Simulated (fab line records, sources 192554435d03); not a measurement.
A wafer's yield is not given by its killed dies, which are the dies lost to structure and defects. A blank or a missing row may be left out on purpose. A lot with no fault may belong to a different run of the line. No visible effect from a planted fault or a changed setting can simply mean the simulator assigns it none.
Matching of chambers :: flow n5-finfet :: 4 sister chambers for N5_PMOS_HMC_CHANNEL_EPI_CMP_21 on cmp-01
The step polishes SiGe30, target thk 54 nm. 16 wafers are shown with their chamber, then 8 later ones without.

## EACH WAFER AND ITS CHAMBER
wafer: L078.2
chamber: 0
motor-current-A (A): 10.0

wafer: L078.4
chamber: 2
motor-current-A (A): 11.2

wafer: L078.5
chamber: 3
motor-current-A (A): 13.0

wafer: L081.1
chamber: 2
motor-current-A (A): 11.4

wafer: L081.2
chamber: 1
motor-current-A (A): 11.2

wafer: L081.5
chamber: 2
motor-current-A (A): 11.5

wafer: L083.1
chamber: 0
motor-current-A (A): 10.2

wafer: L083.2
chamber: 1
motor-current-A (A): 11.2

wafer: L083.5
chamber: 1
motor-current-A (A): 10.9

wafer: L087.1
chamber: 3
motor-current-A (A): 12.8

wafer: L087.2
chamber: 0
motor-current-A (A): 9.8

wafer: L087.6
chamber: 0
motor-current-A (A): 10.0

wafer: L089.3
chamber: 0
motor-current-A (A): 10.7

wafer: L089.4
chamber: 2
motor-current-A (A): 11.6

wafer: L089.5
chamber: 3
motor-current-A (A): 13.6

wafer: L092.2
chamber: 0
motor-current-A (A): 10.7

SIGNATURES (averages over the wafers above)
reading: motor-current-A
chamber 0: 10.233
chamber 1: 11.100
chamber 2: 11.425
chamber 3: 13.133
scatter within a chamber: 0.32
Rule: a wafer's distance from a chamber is the root of the sum, over the readings, of the square of ((its reading less the chamber's mean) divided by the reading's scatter). If the next closest chamber is less than 2 further off than the closest, the wafer can't be placed; otherwise it belongs to the closest. The scatter: take each reading less its chamber's mean, square it, sum over the shown wafers, divide by the number of wafers less the number of chambers, and take the root.

## WAFERS WITH NO CHAMBER GIVEN
wafer: L092.5
motor-current-A (A): 11.7

wafer: L092.6
motor-current-A (A): 12.8

wafer: L093.1
motor-current-A (A): 11.6

wafer: L093.2
motor-current-A (A): 11.8

wafer: L093.3
motor-current-A (A): 9.8

wafer: L096.1
motor-current-A (A): 12.9

wafer: L096.2
motor-current-A (A): 10.2

wafer: L096.4
motor-current-A (A): 11.7

## CHAMBER TAKEN BY EACH
wafer: L092.5
from the rows above: can't be placed: 2 or 1
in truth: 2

wafer: L092.6
from the rows above: 3
in truth: 3

wafer: L093.1
from the rows above: can't be placed: 2 or 1
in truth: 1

wafer: L093.2
from the rows above: can't be placed: 2 or 1
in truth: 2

wafer: L093.3
from the rows above: 0
in truth: 0

wafer: L096.1
from the rows above: 3
in truth: 3

wafer: L096.2
from the rows above: 0
in truth: 0

wafer: L096.4
from the rows above: can't be placed: 2 or 1
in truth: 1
4 of 8 placed correctly. These rows do not allow placing 4 (true chamber among the candidates in 4). Placed wrongly: 0.
